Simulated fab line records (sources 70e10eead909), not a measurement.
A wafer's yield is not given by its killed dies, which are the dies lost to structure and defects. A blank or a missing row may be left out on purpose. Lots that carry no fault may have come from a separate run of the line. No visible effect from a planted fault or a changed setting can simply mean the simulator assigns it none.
Chamber matching / flow nandHarc / 4 sister chambers for NHARC_A_ZERO_WELL_ETCH_13 on rieSi-05
The step etches the open film in HBr/Cl2, target depth 120 nm, time 40.1 s. 14 wafers are shown with their chamber, then 7 later ones without.

## WAFERS PAIRED WITH THEIR CHAMBERS
wafer=L896.2; chamber=0; drypumpMotorCurrentA (A)=5.7; oesProductAu (a.u.)=0.992; throttleValvePct (%)=26.417
wafer=L896.3; chamber=3; drypumpMotorCurrentA (A)=6.2; oesProductAu (a.u.)=1.007; throttleValvePct (%)=26.417
wafer=L896.5; chamber=2; drypumpMotorCurrentA (A)=6.2; oesProductAu (a.u.)=1.008; throttleValvePct (%)=26.410
wafer=L897.2; chamber=3; drypumpMotorCurrentA (A)=6.3; oesProductAu (a.u.)=1.000; throttleValvePct (%)=26.408
wafer=L897.4; chamber=0; drypumpMotorCurrentA (A)=5.7; oesProductAu (a.u.)=0.979; throttleValvePct (%)=26.406
wafer=L897.6; chamber=1; drypumpMotorCurrentA (A)=5.5; oesProductAu (a.u.)=1.016; throttleValvePct (%)=26.402
wafer=L899.2; chamber=3; drypumpMotorCurrentA (A)=6.2; oesProductAu (a.u.)=1.018; throttleValvePct (%)=26.418
wafer=L899.4; chamber=1; drypumpMotorCurrentA (A)=5.5; oesProductAu (a.u.)=1.031; throttleValvePct (%)=26.394
wafer=L899.5; chamber=2; drypumpMotorCurrentA (A)=6.2; oesProductAu (a.u.)=1.016; throttleValvePct (%)=26.398
wafer=L901.2; chamber=3; drypumpMotorCurrentA (A)=6.2; oesProductAu (a.u.)=1.013; throttleValvePct (%)=26.398
wafer=L901.3; chamber=1; drypumpMotorCurrentA (A)=5.5; oesProductAu (a.u.)=1.017; throttleValvePct (%)=26.389
wafer=L901.5; chamber=0; drypumpMotorCurrentA (A)=5.7; oesProductAu (a.u.)=0.996; throttleValvePct (%)=26.413
wafer=L906.1; chamber=1; drypumpMotorCurrentA (A)=5.5; oesProductAu (a.u.)=1.023; throttleValvePct (%)=26.406
wafer=L906.2; chamber=0; drypumpMotorCurrentA (A)=5.6; oesProductAu (a.u.)=1.000; throttleValvePct (%)=26.412

SIGNATURES (means of the wafers above)
reading=drypumpMotorCurrentA; chamber 0=5.675; chamber 1=5.500; chamber 2=6.200; chamber 3=6.225; scatter within a chamber=0.0387
reading=oesProductAu; chamber 0=0.99175; chamber 1=1.02175; chamber 2=1.01200; chamber 3=1.00950; scatter within a chamber=0.00777
reading=throttleValvePct; chamber 0=26.41200; chamber 1=26.39775; chamber 2=26.40400; chamber 3=26.41025; scatter within a chamber=0.00756
Rule: a wafer's distance from a chamber is the root of the sum, over the readings, of the square of ((its reading less the chamber's mean) divided by the reading's scatter). If the next closest chamber is less than 2 further off than the closest, the wafer can't be placed; otherwise it belongs to the closest. How the scatter is found: for the shown wafers, subtract from each reading the mean of its chamber, square and add these, divide the total by (wafers less chambers), then take the root.

## WAFERS MISSING THEIR CHAMBER
wafer=L906.4; drypumpMotorCurrentA (A)=6.2; oesProductAu (a.u.)=1.005; throttleValvePct (%)=26.416
wafer=L908.2; drypumpMotorCurrentA (A)=6.2; oesProductAu (a.u.)=0.982; throttleValvePct (%)=26.385
wafer=L908.3; drypumpMotorCurrentA (A)=5.5; oesProductAu (a.u.)=1.009; throttleValvePct (%)=26.400
wafer=L908.5; drypumpMotorCurrentA (A)=5.7; oesProductAu (a.u.)=0.988; throttleValvePct (%)=26.383
wafer=L917.2; drypumpMotorCurrentA (A)=6.2; oesProductAu (a.u.)=0.959; throttleValvePct (%)=26.416
wafer=L917.5; drypumpMotorCurrentA (A)=5.5; oesProductAu (a.u.)=1.003; throttleValvePct (%)=26.398
wafer=L917.6; drypumpMotorCurrentA (A)=5.7; oesProductAu (a.u.)=0.986; throttleValvePct (%)=26.402

## CHAMBER TAKEN BY EACH
wafer=L906.4; from the rows above=can't be placed: 3 or 2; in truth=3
wafer=L908.2; from the rows above=can't be placed: 2 or 3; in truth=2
wafer=L908.3; from the rows above=1; in truth=1
wafer=L908.5; from the rows above=0; in truth=0
wafer=L917.2; from the rows above=can't be placed: 3 or 2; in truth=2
wafer=L917.5; from the rows above=1; in truth=1
wafer=L917.6; from the rows above=0; in truth=0
Placed correctly: 4 of 7. These rows do not allow placing 3 (true chamber among the candidates in 3). Wrongly placed: 0.
